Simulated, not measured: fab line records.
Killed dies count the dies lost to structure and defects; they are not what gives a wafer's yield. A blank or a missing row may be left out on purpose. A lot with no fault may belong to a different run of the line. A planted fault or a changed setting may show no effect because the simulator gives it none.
Struck lot and sound lot, side by side ; flow n5_finfet ; 16 out of 1938 route steps
Sound: wafers L540.1, L540.4, L540.5. Struck: wafer L543.5. (L543.1, L543.2 of the same lot were not struck and are left out.) The cause comes at the end.
Per side, at each step with rows, come the tool, then ch with its chambers, and then its first start. Under that, the readings that differ: sound wafers ; struck wafers ; difference of the means ; sigmas: that difference in standard deviations of wafers without a fault.
alike: words and numbers the same on both sides, and readings whose means are apart by under 2 such deviations; not compared: readings that were withheld, readings missing a value for some wafer, numbers with overlapping values and no deviation given by the record, and bounds like >300 which may hide the same value.
A row with sigmas, a row that says differs or no value, or rows on one side alone: a step with any of these is where the two part. Numbers that have no deviation but don't overlap get no sigmas and don't part them. A reading that every wafer of one side lacks parts them only if that side has two wafers or more.

N5_MOL_CONTACT_COAG_OVL_MEAS_85:
  sound on overlay-02 ch 0, day 6 13:47; struck on overlay-02 ch 0, day 7 08:43
  alike: VG_OVL
N5_MOL_CONTACT_COAG_INSPECT_57: inspects for defects (brightfield).
  sound: defect_inspect-01 at day 6 13:51; struck: defect_inspect-02 at day 7 08:46
  alike: raw_defect_count
N5_MOL_CONTACT_COAG_DESCUM_88: chemistry O2, time 7 s.
  sound on rie_diel-04 ch 0,1, day 6 13:53; struck on rie_diel-04 ch 3, day 7 08:48
reading;sound;struck;difference;sigmas
oes_product_au (a.u.);0.92 1.03 1.02;0.70;-0.29;-3
  alike: bias_power_w, drypump_motor_current_A, rf_vpp_V, showerhead_plenum_p_Torr, throttle_valve_pct
  not compared: rf_hours_counter_h
then, 1 step without rows for these wafers: N5_MOL_CONTACT_COAG_ETCH_89 (etches underlayer in N2/H2, target depth 13 nm, time 10.4 s).
N5_MOL_CONTACT_COAG_ETCH_90: etches SiARC in CF4, target depth 13 nm, time 21.7 s.
  sound on rie_diel-04 ch 0,1, day 6 13:56; struck on rie_diel-04 ch 3, day 7 08:52
reading;sound;struck;difference;sigmas
oes_product_au (a.u.);0.79 0.87 0.87;0.60;-0.24;-3
  alike: bias_w, drypump_motor_current_A, etch_rf_on_time_s, rf_vpp_V, showerhead_plenum_p_Torr, throttle_valve_pct
  not compared: rf_hours_counter_h
N5_MOL_CONTACT_COAG_ALD_131: deposits SiO2, target thk 5 nm, pulse time 1 s, co reactant pulse time 1 s.
  sound on ald_sin-02 ch 0,1,3, day 6 14:01; struck on ald_sin-01 ch 0, day 7 08:56
  alike: heater_power_w, precursor_pulse_height_rel, susceptor_temp_C
N5_MOL_CONTACT_COAG_ETCHBACK_132: etches SiO2 in CHF3, target depth 10 nm, time 6.7 s.
  sound on rie_diel-04 ch 1,2,3, day 6 14:12; struck on rie_diel-04 ch 3, day 7 09:07
  alike: drypump_motor_current_A, oes_ar_750_au, oes_product_au, rf_vpp_V, showerhead_plenum_p_Torr, throttle_valve_pct
  not compared: rf_hours_counter_h
then, 5 steps without rows for these wafers: N5_MOL_CONTACT_COAG_ETCH_91 (etches SOC in N2/H2, target depth 60 nm, overetch 21 nm, time 101.2 s); N5_MOL_CONTACT_COAG_STRIP_92 (strips in N2/H2); N5_MOL_CONTACT_COAG_STRIP_93 (strips in N2/H2); N5_MOL_CONTACT_COAG_ETCHBACK_135 (etches SiO2 in CHF3, target depth 25 nm, time 16.7 s); N5_MOL_CONTACT_COAG_STRIP_118 (strips in CHF3).
N5_MOL_CONTACT_COAG_VIA_ETCH_46: etches SiO2 in C4F6/O2, target depth 46 nm, overetch 9.2 nm, time 40 s.
  sound on rie_diel-04 ch 1,2,3, day 6 14:22; struck on rie_diel-04 ch 3, day 7 09:16
reading;sound;struck;difference;sigmas
bias_w (W);455.2 454.0 452.9;515.1;+61.1;+44
rf_vpp_V (V);1618 1576 1576;1725;+135;+4
  alike: drypump_motor_current_A, oes_ar_750_au, oes_product_au, showerhead_plenum_p_Torr, throttle_valve_pct
  not compared: rf_hours_counter_h
N5_MOL_CONTACT_COAG_STRIP_96: strips in N2/H2.
  sound on rie_diel-04 ch 1,2,3, day 6 14:25; struck on rie_diel-04 ch 3, day 7 09:20
  alike: bias_power_w, drypump_motor_current_A, oes_product_au, rf_vpp_V, showerhead_plenum_p_Torr, throttle_valve_pct
  not compared: rf_hours_counter_h
-- the record jumps here: 2 days lie between the struck wafers' starts before and after (it left off in module MOL_CONTACT_COAG and takes up again in module BEOL_M4, whose first step shown is number 1111 of the route) --
N5_BEOL_M4_RC_MEAS_101:
  sound on prober-02 ch 0, day 9 16:07; struck on prober-01 ch 0, day 9 21:19
reading;sound;struck;difference;sigmas
ION_P (uA/um);453 459 453;476;+21;+3
  alike: DIBL_N, DIBL_P, IOFF_N, IOFF_P, ION_N, SS_N, SS_P, VT_N, VT_P
-- the record jumps here: 4 days lie between the struck wafers' starts before and after (it left off in module BEOL_M4 and takes up again in module PASSIVATION, whose first step shown is number 1936 of the route) --
N5_PASSIVATION_PROBE_49:
  sound: prober-02 at day 13 17:17; struck: prober-02 at day 14 07:10
reading;sound;struck;difference;sigmas
killed_at_front_end;40 78 49;24;-32;-2
  alike: defect_limited_yield, killed_at_M0_to_M3, killed_at_M4_up, killed_at_contacts, killed_at_other, killed_dies, killed_on_rim, killed_open, killed_short, sort_bin_5_function, sort_bin_6_memory, sort_n_pass, sort_yield_pct

WHERE THEY PART
Last at N5_PASSIVATION_PROBE_49 as far as this record goes, first at N5_MOL_CONTACT_COAG_DESCUM_88.

WHY: whatever the simulator had introduced
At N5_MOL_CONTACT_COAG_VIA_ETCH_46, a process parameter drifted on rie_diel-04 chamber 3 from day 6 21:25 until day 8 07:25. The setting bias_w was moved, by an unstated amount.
